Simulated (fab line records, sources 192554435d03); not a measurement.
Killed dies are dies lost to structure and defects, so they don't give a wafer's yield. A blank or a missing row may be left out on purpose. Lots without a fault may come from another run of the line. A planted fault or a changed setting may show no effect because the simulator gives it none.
fab line records | flow n5_finfet
record lots=11 wafers=30 last_day=17
route steps=1938 shown MOL_CONTACT_COAG@602 BEOL_M4@1111 PASSIVATION@1936
lots that met no fault: from a run of the same line without faults
start_h: hours from the record's first day to the start of the lot's first wafer shown | wait_h: hours since the lot's step before | " the same as in the row above | L1.1+2: a row that stands for several wafers | - no value, or no start given | * or withheld: withheld | < > ~ a bound
route shown NAME@n: a module of which the file shows steps, and the number in the route of the first | usual: mean/standard deviation of fault-free wafers | same: alike in all rows | chamber/n: place in a boat | sites: the reading at each site | _std_site: their standard deviation | _edge_site: outer sites' mean less inner sites' | radius_mm: how far each site lies from the wafer's centre | mask NAME#n: copy n | behind: the tool/chamber that last shaped the wafer | hold: why the lot was held/for how many hours/how that ended | device: the transistor (n, p or np) that didn't switch | end of line: the same wafers' tests at the end of the route | a step without rows: its recipe alone | killed: dies lost to structure and defects at the first sort, not the wafer's yield | map: a wafer's dies, x killed, . not, _ none there
set.NAME: the setting as run; set.NAME@STEP: as run at that earlier step | model.NAME: the simulator's own value behind a step, which no gauge read
steps of the route over a sample of lots; a table a step, a row a wafer
services: from which hour (start_h, from the record's first day; less than 0 if before it) a tool's chamber was out of use, for how many hours, and why
## steps
# step N5_MOL_CONTACT_COAG_CD_MEAS_40
# recipe target_cd_nm=25.1 landing_energy_ev=500 detector=se_inlens polarity=opening
# usual cd_nm=25.00/0.26
# same landing_energy_ev=500
# columns lot.wafer tool chamber start_h wait_h cd_nm
L224.1 cd_sem-01 0 103.36 - 24.99
L224.6 " 0 " " 25.09
L226.1 cd_sem-03 0 117.34 - 25.22
L226.6 " 0 " " 25.13
L230.1 cd_sem-03 0 146.37 - 24.90
L230.5 " 0 " " 24.94
L230.6 " 0 " " 25.12
L231.1 cd_sem-01 0 156.31 - 24.54
L231.5 " 0 " " 24.62
L231.6 " 0 " " 24.89
L232.2 cd_sem-02 0 162.64 - 25.23
L232.3 " 0 " " 25.34
L232.4 " 0 " " 25.21
L234.1 cd_sem-03 0 163.40 - 24.98
L234.3 " 0 " " 24.81
L234.4 " 0 " " 24.96
L238.1 cd_sem-02 0 197.16 - 25.25
L238.4 " 0 " " 25.22
L238.6 " 0 " " 25.22
L240.1 cd_sem-01 0 211.18 - 24.77
L240.6 " 0 " " 25.04
L243.1 cd_sem-02 0 222.31 - 25.46
L243.2 " 0 " " 25.25
L243.5 " 0 " " 25.56
L242.3 cd_sem-02 0 224.35 - 24.42
L242.4 " 0 " " 24.48
L242.5 " 0 " " 24.79
L244.1 cd_sem-03 0 229.93 - 24.65
L244.2 " 0 " " 25.00
L244.5 " 0 " " 24.68
# step N5_MOL_CONTACT_COAG_DESCUM_45
# recipe chemistry=O2 time_s=7 source_power_w=50 bias_power_w=20 pressure_mtorr=20 rf_frequency_hz=2.712e+07 temp_c=40 resist=CAR-EUV o2_flow_sccm=225
# usual drypump_motor_current_A=5.9/0.51 oes_product_au=0.80/0.075 rf_vpp_V=244.0/1.3 showerhead_plenum_p_Torr=2.15/0.063 throttle_valve_pct=20.4/0.35
# columns lot.wafer tool chamber start_h wait_h drypump_motor_current_A oes_product_au rf_hours_counter_h rf_vpp_V showerhead_plenum_p_Torr throttle_valve_pct
L224.1 rie_diel-04 2 103.79 0.3 6.3 0.86 63 244.8 2.23 20.5
L224.6 " 1 " " 5.8 0.72 - 243.8 2.14 20.1
L226.1 rie_diel-06 1 117.47 0.0 6.5 0.88 26 244.6 2.21 20.2
L226.6 " 2 " " 5.9 0.68 - 243.0 2.05 20.3
L230.1 rie_diel-05 1 146.49 0.0 5.8 0.77 137 244.4 2.21 21.1
L230.5 " 1 " " 5.8 0.76 - 242.9 2.21 21.1
L230.6 " 0 " " 6.2 0.92 - 245.4 2.23 20.1
L231.1 rie_diel-04 0 156.44 0.0 5.0 0.86 43 242.8 2.08 20.9
L231.5 " 3 " " 6.3 0.85 - 243.5 2.14 20.2
L231.6 " 2 " " 6.3 0.83 - 244.9 2.23 20.5
L232.2 rie_diel-06 3 162.77 0.0 5.0 0.77 170 244.8 2.16 20.3
L232.3 " 0 " " 6.3 0.73 197 243.1 2.17 20.7
L232.4 " 1 " " 6.5 0.87 - 244.8 2.20 20.2
L234.1 rie_diel-04 1 163.54 0.1 5.8 0.70 224 242.9 2.14 20.1
L234.3 " 0 " " 5.0 0.87 46 242.4 2.08 20.9
L234.4 " 2 " " 6.3 0.83 83 244.7 2.23 20.5
L238.1 rie_diel-04 3 197.40 0.2 6.3 0.82 83 243.6 2.14 20.2
L238.4 " 1 " " 5.8 0.69 235 245.6 2.13 20.1
L238.6 " 0 " " 5.0 0.85 - 241.5 2.07 20.9
L240.1 rie_diel-05 2 211.31 0.0 5.4 0.83 86 241.2 2.02 20.0
L240.6 " 3 " " 5.8 0.70 - 245.1 2.15 20.1
L243.1 rie_diel-06 3 222.44 0.0 5.0 0.74 188 245.9 2.15 20.3
L243.2 " 1 " " 6.5 0.83 61 244.4 2.20 20.2
L243.5 " 0 " " 6.3 0.70 - 243.9 2.17 20.8
L242.3 rie_diel-06 3 224.67 0.2 5.0 0.73 188 243.9 2.15 20.3
L242.4 " 2 " " 5.9 0.93 15 241.8 2.04 20.0
L242.5 " 2 " " 5.9 0.94 - 242.8 2.04 20.0
L244.1 rie_diel-04 3 230.51 0.5 6.3 0.82 95 242.9 2.13 20.3
L244.2 " 0 " " 5.0 0.85 65 244.8 2.07 20.9
L244.5 " 1 " " 5.8 0.68 - 243.3 2.13 20.1
# step N5_MOL_CONTACT_COAG_ETCH_67
# recipe chemistry=N2/H2 target=SOC target_depth_a=600 overetch_a=210 mask_material=SiARC temp_c=40 time_s=101.2 ion_energy_ev=200 pressure_mtorr=30 source_w=840 bias_w=150 n2_flow_sccm=200 h2_flow_sccm=200
# usual bias_w=150.0/0.47 chamber_pressure_mTorr=30.000/0.027 drypump_motor_current_A=5.9/0.45 oes_product_au=0.67/0.061 rf_vpp_V=525.7/2.2 showerhead_plenum_p_Torr=2.60/0.083 throttle_valve_pct=17.7/0.33
# columns lot.wafer tool chamber start_h wait_h bias_w chamber_pressure_mTorr drypump_motor_current_A oes_product_au rf_hours_counter_h rf_vpp_V showerhead_plenum_p_Torr throttle_valve_pct
L224.1 rie_diel-04 2 104.75 0.0 150.3 30.023 6.3 0.69 63 529.2 2.72 17.9
L224.6 " 0 " " 149.6 30.020 5.0 0.76 - 521.1 2.46 17.6
L226.1 rie_diel-04 3 117.82 0.0 151.2 30.005 6.3 0.71 56 526.0 2.60 17.7
L226.6 " 2 " " 150.8 30.043 6.3 0.70 - 529.3 2.72 17.9
L230.1 rie_diel-04 0 147.04 0.0 149.1 29.965 4.9 0.74 40 521.7 2.45 17.6
L230.5 " 2 " " 150.1 29.997 6.3 0.68 - 526.8 2.71 17.9
L230.6 " 1 " " 150.0 30.000 5.8 0.58 - 526.5 2.63 17.8
L231.1 rie_diel-04 2 156.78 0.0 150.0 29.992 6.3 0.68 79 527.7 2.71 17.9
L231.5 " 3 " " 150.1 30.004 6.3 0.70 - 526.2 2.60 17.7
L231.6 " 2 " " 150.2 30.049 6.2 0.68 - 527.7 2.71 17.9
L232.2 rie_diel-04 0 163.24 0.0 149.9 30.012 5.0 0.73 46 523.5 2.45 17.6
L232.3 " 1 " " 150.5 29.970 5.8 0.59 224 525.5 2.63 17.8
L232.4 " 3 " " 149.8 29.990 6.3 0.69 71 525.4 2.60 17.7
L234.1 rie_diel-04 3 163.89 0.0 150.3 29.977 6.3 0.70 71 524.9 2.60 17.7
L234.3 " 1 " " 150.1 30.013 5.8 0.59 224 527.7 2.63 17.8
L234.4 " 0 " " 151.0 30.040 5.0 0.73 46 522.3 2.45 17.6
L238.1 rie_diel-05 1 198.29 0.0 150.4 29.983 5.8 0.62 154 527.1 2.65 18.3
L238.4 " 0 " " 150.5 30.003 6.2 0.73 38 527.5 2.67 17.3
L238.6 " 1 " " 150.4 29.992 5.8 0.62 - 526.0 2.65 18.2
L240.1 rie_diel-05 3 211.92 0.0 151.0 29.938 5.8 0.60 229 526.2 2.59 17.3
L240.6 " 3 " " 150.5 30.006 5.8 0.60 - 524.4 2.59 17.3
L243.1 rie_diel-05 2 222.88 0.0 149.8 30.009 5.4 0.68 89 520.8 2.47 17.5
L243.2 " 1 " " 150.2 30.014 5.9 0.63 163 527.5 2.65 18.3
L243.5 " 0 " " 149.4 29.948 6.2 0.72 - 527.0 2.66 17.3
L242.3 rie_diel-05 2 225.02 0.0 150.8 30.053 5.4 0.68 89 522.1 2.47 17.5
L242.4 " 3 " " 149.7 29.983 5.8 0.60 233 527.7 2.59 17.3
L242.5 " 0 " " 149.3 30.016 6.2 0.72 - 527.8 2.66 17.3
L244.1 rie_diel-05 3 230.90 0.0 149.7 29.963 5.9 0.59 235 526.0 2.59 17.3
L244.2 " 0 " " 150.1 30.031 6.2 0.72 50 528.1 2.66 17.3
L244.5 " 0 " " 149.9 30.010 6.3 0.72 - 527.2 2.66 17.3
# step N5_MOL_CONTACT_COAG_ETCH_124
# recipe chemistry=CH3F/O2 target=SiNx target_depth_a=65 mask_material=SOC stop_on=SiOC over_etch_frac=0.3 ion_energy_ev=120 pressure_mtorr=30 source_w=395 bias_w=73 Ar_flow_sccm=150 CH3F_flow_sccm=30 O2_flow_sccm=20 ends=end_point
# usual CH3F_flow_sccm=30.00/0.084 O2_flow_sccm=20.01/0.062 drypump_motor_current_A=5.9/0.45 oes_product_au=0.69/0.062 rf_vpp_V=298/3.9 showerhead_plenum_p_Torr=2.05/0.061 throttle_valve_pct=16.22/0.29
# columns lot.wafer tool chamber start_h wait_h CH3F_flow_sccm O2_flow_sccm drypump_motor_current_A oes_product_au rf_hours_counter_h rf_vpp_V showerhead_plenum_p_Torr throttle_valve_pct
L224.1 rie_diel-04 2 104.90 0.0 29.90 20.04 6.3 0.71 63 297 2.13 16.33
L224.6 " 0 " " 30.01 20.07 5.0 0.78 - 296 1.96 16.44
L226.1 rie_diel-04 3 117.97 0.0 29.85 19.98 6.3 0.72 56 300 2.03 15.95
L226.6 " 2 " " 30.02 19.99 6.3 0.70 - 295 2.12 16.33
L230.1 rie_diel-04 0 147.19 0.0 29.72 20.17 5.0 0.76 40 296 1.96 16.49
L230.5 " 2 " " 30.02 20.01 6.2 0.71 - 297 2.12 16.34
L230.6 " 1 " " 29.97 19.99 5.8 0.60 - 296 2.06 16.21
L231.1 rie_diel-04 2 156.94 0.0 - - - - - - - -
L231.5 " 3 " " - - - - - - - -
L231.6 " 2 " " - - - - - - - -
L232.2 rie_diel-04 0 163.39 0.0 - - - - - - - -
L232.3 " 1 " " - - - - - - - -
L232.4 " 3 " " - - - - - - - -
L234.1 rie_diel-04 3 164.04 0.0 - - - - - - - -
L234.3 " 1 " " - - - - - - - -
L234.4 " 0 " " - - - - - - - -
L238.1 rie_diel-05 1 198.44 0.0 30.01 20.02 5.8 0.63 154 301 2.10 16.84
L238.4 " 0 " " 30.08 20.00 6.2 0.75 38 295 2.11 15.90
L238.6 " 1 " " 29.97 20.07 5.8 0.63 - 299 2.10 16.84
L240.1 rie_diel-05 3 212.07 0.0 29.95 19.96 5.9 0.61 229 298 2.05 16.07
L240.6 " 3 " " 30.02 19.96 5.8 0.61 - 298 2.05 16.06
L243.1 rie_diel-05 2 223.03 0.0 29.87 20.07 5.4 0.70 89 303 1.94 16.03
L243.2 " 1 " " 30.00 20.00 5.8 0.63 163 299 2.10 16.86
L243.5 " 0 " " 29.84 20.06 6.2 0.73 - 295 2.10 15.92
L242.3 rie_diel-05 2 225.17 0.0 30.00 20.07 5.4 0.69 89 302 1.94 16.03
L242.4 " 3 " " 30.07 19.92 5.8 0.61 233 296 2.05 16.07
L242.5 " 0 " " 30.11 19.92 6.2 0.73 - 294 2.10 15.91
L244.1 rie_diel-05 3 231.05 0.0 29.80 20.05 5.8 0.60 235 297 2.05 16.08
L244.2 " 0 " " 30.01 20.03 6.2 0.73 50 294 2.10 15.92
L244.5 " 0 " " 30.02 20.08 6.2 0.73 - 296 2.10 15.91
# step N5_BEOL_M4_RC_MEAS_101
# usual DIBL_N=35.3/2.5 DIBL_P=35/3.3 IOFF_N=0.15/0.049 IOFF_P=0.20/0.056 ION_N=673/16 ION_P=462/10 SS_N=71.2/0.85 SS_P=73.0/0.97 VT_N=252/4.9 VT_P=-251/5
# columns lot.wafer tool chamber start_h wait_h DIBL_N[mV/V] DIBL_P[mV/V] IOFF_N[nA/um] IOFF_P[nA/um] ION_N[uA/um] ION_P[uA/um] SS_N[mV/dec] SS_P[mV/dec] VT_N[mV] VT_P[mV]
L224.1 prober-02 0 186.07 0.0 37.3 39 0.19 0.21 691 466 72.6 73.9 248 -251
L224.6 " 0 " " 37.2 38 0.18 0.20 680 457 72.3 73.5 251 -256
L226.1 prober-01 0 197.92 0.0 38.6 41 0.24 0.30 708 481 72.3 75.0 242 -244
L226.6 " 0 " " 39.0 41 0.24 0.32 709 490 73.0 75.2 245 -243
L230.1 prober-02 0 219.74 0.0 35.6 35 0.14 0.20 668 464 70.9 72.9 249 -250
L230.5 " 0 " " 35.7 36 0.16 0.22 683 473 71.1 72.1 247 -251
L230.6 " 0 " " 36.1 36 0.15 0.21 683 470 71.6 72.9 252 -248
L238.1 prober-01 0 267.93 0.0 35.7 35 0.14 0.22 679 467 71.4 73.6 252 -247
L238.4 " 0 " " 35.8 37 0.15 0.27 676 478 71.1 73.7 251 -243
L238.6 " 0 " " 35.6 35 0.16 0.23 697 488 71.5 73.8 247 -243
L240.1 prober-01 0 287.75 0.4 32.1 33 0.11 0.16 663 462 70.3 71.7 254 -254
L240.6 " 0 " " 31.2 32 0.11 0.15 668 460 70.5 71.4 255 -253
L243.1 prober-02 0 292.19 0.0 33.8 33 0.11 0.15 667 458 70.2 71.5 254 -256
L243.2 " 0 " " 34.3 34 0.11 0.15 678 467 70.8 71.8 258 -253
L243.5 " 0 " " 33.3 32 0.11 0.14 684 468 69.6 71.5 256 -257
L242.3 prober-01 0 297.24 0.3 32.7 32 0.11 0.16 684 473 70.2 73.0 255 -254
L242.4 " 0 " " 33.0 33 0.11 0.18 658 462 70.7 73.1 253 -250
L242.5 " 0 " " 33.1 32 0.10 0.16 666 462 70.4 72.7 260 -253
L244.1 prober-02 0 312.37 0.0 31.1 28 0.07 0.10 644 447 69.2 71.7 262 -261
L244.2 " 0 " " 34.4 30 0.10 0.12 640 434 70.3 71.8 260 -260
L244.5 " 0 " " 34.5 32 0.11 0.13 672 461 70.5 72.5 254 -258
# step N5_PASSIVATION_PROBE_49
# usual killed_at_M0_to_M3=33/9.9 killed_at_M4_up=15/5.6 killed_at_contacts=13/5.7 killed_at_front_end=38/12 killed_at_other=4/3.1 killed_dies=103/17 killed_on_rim=13/4 killed_open=66/13 killed_short=32/7.8
# same gross_dies=1180 killed_at_back_side=0
# columns lot.wafer tool chamber start_h wait_h killed_at_M0_to_M3 killed_at_M4_up killed_at_contacts killed_at_front_end killed_at_other killed_dies killed_on_rim killed_open killed_short
L230.1 prober-01 - 324.85 0.0 25 13 12 51 2 103 11 77 25
L230.5 prober-01 - 325.05 0.2 25 25 7 31 2 90 12 60 28
L230.6 prober-01 - 325.10 0.3 26 24 6 26 4 86 8 55 30
L231.1 prober-01 - 335.18 0.0 26 13 1112 27 2 1180 152 51 25
L231.5 prober-01 - 335.38 0.2 38 17 1088 20 17 1180 152 70 33
L231.6 prober-01 - 335.43 0.3 26 12 1110 25 7 1180 152 49 28
L232.2 prober-01 - 340.37 0.1 37 11 1105 27 0 1180 152 59 26
L232.3 prober-01 - 340.42 0.1 46 16 1080 32 6 1180 152 61 48
L232.4 prober-01 - 340.47 0.2 46 17 1079 38 0 1180 152 68 41
L234.1 prober-02 - 345.94 0.0 13 15 1116 36 0 1180 152 43 24
L234.3 prober-02 - 346.04 0.1 43 7 1100 28 2 1180 152 61 27
L234.4 prober-02 - 346.09 0.2 29 9 1108 32 2 1180 152 45 33
L242.3 prober-01 - 408.24 0.1 27 15 10 55 2 109 10 71 30
L242.4 prober-01 - 408.29 0.2 40 22 7 67 5 141 20 93 42
L242.5 prober-01 - 408.34 0.2 28 19 4 49 5 105 11 67 35
L244.1 prober-01 - 419.00 0.0 38 18 14 41 8 119 16 85 32
L244.2 prober-01 - 419.05 0.1 19 8 8 46 9 90 16 57 27
L244.5 prober-01 - 419.20 0.2 19 8 8 34 6 75 11 56 18
# killed by level:class
L230.1 FIN_SAQP:geometric_particle:open=26 BEOL_M3:geometric_particle:open=10 MOL_CONTACT_COAG:geometric_particle:open=8 BEOL_M5:geometric_particle:open=7 FIN_SAQP:geometric_particle:short=6 BEOL_M2:geometric_particle:open=5 MOL_CONTACT_COAG:geometric_particle:short=4 GATE_CUT:geometric_particle:short=3
L230.5 BEOL_M4:geometric_particle:open=11 FIN_SAQP:geometric_particle:open=9 FIN_SAQP:geometric_particle:short=9 BEOL_M2:geometric_particle:open=6 MOL_CONTACT_COAG:geometric_particle:open=5 BEOL_M0_SAQP:geometric_particle:short=5 BEOL_M3:geometric_particle:open=5 STARTING-WAFER:geometric_particle:open=5
L230.6 BEOL_M4:geometric_particle:open=15 GATE_CUT:geometric_particle:open=5 BEOL_M0_SAQP:geometric_particle:short=5 FIN_SAQP:geometric_particle:short=4 GATE_CUT:geometric_particle:short=4 MOL_CONTACT_COAG:geometric_particle:open=4 BEOL_M0_SAQP:geometric_particle:open=4 BEOL_M0:geometric_particle:short=4
L231.1 MOL_CONTACT_COAG:area_etch=1102 BEOL_M0_SAQP:geometric_particle:open=7 STI_FIN_REVEAL:geometric_particle:open=7 MOL_CONTACT_COAG:geometric_particle:open=7 FIN_SAQP:geometric_particle:open=6 BEOL_M3:geometric_particle:open=6 GATE_CUT:geometric_particle:short=5 BEOL_M2:geometric_particle:open=4
L231.5 MOL_CONTACT_COAG:area_etch=1075 BEOL_M3:geometric_particle:open=14 MOL_CONTACT_COAG:geometric_particle:open=11 BEOL_M4:geometric_particle:open=7 BEOL_M0_SAQP:geometric_particle:open=7 MIM_TOP_ETCH:geometric_particle:short=7 BEOL_M2:geometric_particle:open=7 BEOL_M0_SAQP:geometric_particle:short=6
L231.6 MOL_CONTACT_COAG:area_etch=1102 BEOL_M3:geometric_particle:open=7 MOL_CONTACT_COAG:geometric_particle:open=6 FIN_SAQP:geometric_particle:short=5 STI_FIN_REVEAL:geometric_particle:open=5 BEOL_M1:geometric_particle:open=5 BEOL_M4:geometric_particle:open=5 ILD0:geometric_particle:short=3
L232.2 MOL_CONTACT_COAG:area_etch=1095 MOL_CONTACT_COAG:geometric_particle:open=9 BEOL_M2:geometric_particle:open=8 BEOL_M0:geometric_particle:open=7 BEOL_M4:geometric_particle:open=7 STI_FIN_REVEAL:geometric_particle:open=6 FIN_SAQP:geometric_particle:short=5 BEOL_M0:geometric_particle:short=5
L232.3 MOL_CONTACT_COAG:area_etch=1069 BEOL_M3:geometric_particle:open=10 FIN_SAQP:geometric_particle:short=9 MOL_CONTACT_COAG:geometric_particle:open=8 BEOL_M2:geometric_particle:open=8 BEOL_M0_SAQP:geometric_particle:short=7 BEOL_M2:geometric_particle:short=7 STI_FIN_REVEAL:geometric_particle:open=6
L232.4 MOL_CONTACT_COAG:area_etch=1066 FIN_SAQP:geometric_particle:short=19 BEOL_M0_SAQP:geometric_particle:open=11 BEOL_M4:geometric_particle:open=10 BEOL_M0_SAQP:geometric_particle:short=9 FIN_SAQP:geometric_particle:open=8 MOL_CONTACT_COAG:geometric_particle:open=8 BEOL_M2:geometric_particle:open=6
L234.1 MOL_CONTACT_COAG:area_etch=1112 STI_FIN_REVEAL:geometric_particle:open=9 FIN_SAQP:geometric_particle:short=4 MOL_CONTACT_COAG:geometric_particle:open=4 BEOL_M6:geometric_particle:open=4 STARTING-WAFER:geometric_particle:short=4 FIN_SAQP:geometric_particle:open=3 ILD0:geometric_particle:short=3
L234.3 MOL_CONTACT_COAG:area_etch=1091 BEOL_M1:geometric_particle:open=10 STI_FIN_REVEAL:geometric_particle:open=8 BEOL_M0_SAQP:geometric_particle:open=8 MOL_CONTACT_COAG:geometric_particle:open=7 BEOL_M2:geometric_particle:open=7 FIN_SAQP:geometric_particle:open=5 BEOL_M0_SAQP:geometric_particle:short=5
L234.4 MOL_CONTACT_COAG:area_etch=1101 BEOL_M0_SAQP:geometric_particle:short=7 MOL_CONTACT_COAG:geometric_particle:open=6 BEOL_M0_SAQP:geometric_particle:open=6 STI_FIN_REVEAL:geometric_particle:open=5 BEOL_M2:geometric_particle:open=5 STI_FIN_REVEAL:geometric_particle:short=4 BEOL_M3:geometric_particle:open=4
L242.3 FIN_SAQP:geometric_particle:open=12 BEOL_M1:geometric_particle:open=10 STI_FIN_REVEAL:geometric_particle:open=9 BEOL_M4:geometric_particle:open=8 FIN_SAQP:geometric_particle:short=7 MOL_CONTACT_COAG:geometric_particle:open=7 DUMMY_GATE:geometric_particle:open=6 BEOL_M0_SAQP:geometric_particle:short=6
L242.4 FIN_SAQP:geometric_particle:open=26 BEOL_M0_SAQP:geometric_particle:short=11 BEOL_M5:geometric_particle:open=10 BEOL_M1:geometric_particle:open=8 BEOL_M3:geometric_particle:open=7 BEOL_M4:geometric_particle:open=7 FIN_SAQP:geometric_particle:short=6 STI_FIN_REVEAL:geometric_particle:open=6
L242.5 FIN_SAQP:geometric_particle:open=20 BEOL_M2:geometric_particle:open=10 FIN_SAQP:geometric_particle:short=8 BEOL_M0_SAQP:geometric_particle:short=6 BEOL_M1:geometric_particle:open=6 STI_FIN_REVEAL:geometric_particle:short=5 BEOL_M4:geometric_particle:open=5 MOL_CONTACT_COAG:geometric_particle:open=3
L244.1 STI_FIN_REVEAL:geometric_particle:open=13 BEOL_M3:geometric_particle:open=12 MOL_CONTACT_COAG:geometric_particle:open=10 BEOL_M2:geometric_particle:open=9 BEOL_M3:geometric_particle:short=6 BEOL_M4:geometric_particle:open=6 DUMMY_GATE:geometric_particle:open=5 BEOL_M0_SAQP:geometric_particle:open=5
L244.2 STI_FIN_REVEAL:geometric_particle:open=13 FIN_SAQP:geometric_particle:open=7 MOL_CONTACT_COAG:geometric_particle:open=7 GATE_CUT:geometric_particle:short=4 BEOL_M2:geometric_particle:open=4 FIN_SAQP:geometric_particle:short=3 BEOL_M4:geometric_particle:open=3 ILD0:geometric_particle:short=3
L244.5 STI_FIN_REVEAL:geometric_particle:open=14 MOL_CONTACT_COAG:geometric_particle:open=7 FIN_SAQP:geometric_particle:open=4 DUMMY_GATE:geometric_particle:open=4 BEOL_M0_SAQP:geometric_particle:open=4 BEOL_M1:geometric_particle:open=4 BEOL_M3:geometric_particle:open=3 BEOL_M4:geometric_particle:open=3
## services
# columns tool chamber start_h hours kind
rie_diel-05 2 133.03 8.9 repair
rie_diel-04 - 137.93 0.3 repair
rie_diel-06 2 146.63 - clean
rie_diel-06 2 146.63 18.4 scheduled_down
rie_diel-06 2 146.63 18.4 vent_cycle
rie_diel-06 - 176.36 0.6 repair
## key
first_sign step=N5_MOL_CONTACT_COAG_ETCH_124 reading=tool_record direction=missing
effect step=N5_PASSIVATION_PROBE_49 reading=killed_at_contacts direction=up sigmas=99+ usual=13 struck=1100
more_kills_born_at N5_MOL_CONTACT_COAG_ETCH_124@rie_diel-04=9813
met_at N5_MOL_CONTACT_COAG_ETCH_124
struck_lots L231,L232,L234
later_rows_left_out L231.1,L231.5,L231.6,L232.2,L232.3,L232.4,L234.1,L234.3,L234.4
tester_left_out L231,L232,L234
not_acting_at N5_MOL_CONTACT_COAG_CD_MEAS_40,N5_MOL_CONTACT_COAG_DESCUM_45,N5_MOL_CONTACT_COAG_ETCH_67
onset_between 147.19 156.94
fault kind=skipped_step_whole tool=rie_diel-04 chamber=- onset_h=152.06 steps=N5_MOL_CONTACT_COAG_ETCH_124 scope=struck_lots_only
# tester_left_out: of these lots the tester's yield and bins aren't shown, on N5 and GAA mostly nor the transistor test; their killed dies are dies lost to structure and defects alone, not to doping, threshold or leakage, so they don't give the yield
# later_rows_left_out: the simulator's readings of these wafers behind a module that went badly wrong aren't trusted and aren't shown, but for the sort
